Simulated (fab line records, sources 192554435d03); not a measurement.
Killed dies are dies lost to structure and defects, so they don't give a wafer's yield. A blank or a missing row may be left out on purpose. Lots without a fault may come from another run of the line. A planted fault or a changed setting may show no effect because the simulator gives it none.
Chamber matching | flow n5_finfet | N5_SD_EPI_P_DESCUM_14 on rie_diel-01: 4 sister chambers
The step chemistry O2, time 7.9 s. 20 wafers are shown with their chamber, then 10 later ones without.

WAFERS WITH THEIR CHAMBER
wafer  | chamber | showerhead_plenum_p_Torr (Torr) | throttle_valve_pct (%) | drypump_motor_current_A (A)
L075.2 | 2       | 2.18                            | 20.70                  | 5.5
L075.3 | 3       | 2.00                            | 20.40                  | 6.5
L075.5 | 2       | 2.18                            | 20.68                  | 5.5
L081.2 | 0       | 2.11                            | 20.74                  | 5.8
L081.3 | 1       | 2.09                            | 20.63                  | 6.1
L081.5 | 1       | 2.09                            | 20.64                  | 6.1
L080.1 | 0       | 2.11                            | 20.75                  | 5.7
L080.2 | 3       | 1.99                            | 20.41                  | 6.4
L080.6 | 0       | 2.11                            | 20.75                  | 5.7
L082.4 | 0       | 2.11                            | 20.75                  | 5.7
L082.5 | 1       | 2.09                            | 20.63                  | 6.0
L082.6 | 0       | 2.11                            | 20.74                  | 5.8
L083.2 | 2       | 2.17                            | 20.71                  | 5.5
L083.3 | 3       | 1.99                            | 20.43                  | 6.5
L083.5 | 2       | 2.17                            | 20.72                  | 5.5
L084.1 | 3       | 1.99                            | 20.42                  | 6.4
L084.4 | 1       | 2.09                            | 20.65                  | 6.0
L084.6 | 0       | 2.11                            | 20.75                  | 5.7
L085.2 | 1       | 2.09                            | 20.64                  | 6.0
L085.3 | 0       | 2.11                            | 20.75                  | 5.8

SIGNATURES (means of the wafers above)
reading                  | chamber 0 | chamber 1 | chamber 2 | chamber 3 | scatter within a chamber
showerhead_plenum_p_Torr | 2.1100    | 2.0900    | 2.1750    | 1.9925    | 0.00331
throttle_valve_pct       | 20.7471   | 20.6380   | 20.7025   | 20.4150   | 0.0106
drypump_motor_current_A  | 5.743     | 6.040     | 5.500     | 6.450     | 0.0495
Rule: a wafer's distance from a chamber is the root of the sum, over the readings, of the square of ((its reading less the chamber's mean) divided by the reading's scatter). The wafer belongs to the nearest chamber; if the next one is less than 2 further off, it can't be placed. The scatter: the root of (the sum of the squares of (reading less its chamber's mean) over the shown wafers, divided by (wafers less chambers)).

WAFERS WITHOUT THEIR CHAMBER
wafer  | showerhead_plenum_p_Torr (Torr) | throttle_valve_pct (%) | drypump_motor_current_A (A)
L085.6 | 1.99                            | 20.44                  | 6.5
L094.1 | 1.98                            | 20.43                  | 6.4
L094.2 | 2.10                            | 20.78                  | 5.7
L094.3 | 2.16                            | 20.75                  | 5.5
L096.3 | 2.08                            | 20.67                  | 6.1
L096.5 | 1.98                            | 20.45                  | 6.4
L096.6 | 2.16                            | 20.76                  | 5.5
L097.1 | 2.16                            | 20.73                  | 5.5
L097.5 | 2.16                            | 20.77                  | 5.5
L097.6 | 1.98                            | 20.47                  | 6.4

WHICH CHAMBER EACH WENT THROUGH
wafer  | from the rows above | in truth
L085.6 | 3                   | 3
L094.1 | 3                   | 3
L094.2 | 0                   | 0
L094.3 | 2                   | 2
L096.3 | 1                   | 1
L096.5 | 3                   | 3
L096.6 | 2                   | 2
L097.1 | 2                   | 2
L097.5 | 2                   | 2
L097.6 | 3                   | 3
Placed correctly: 10 of 10. Can't be placed from these rows: 0. Placed wrongly: 0.
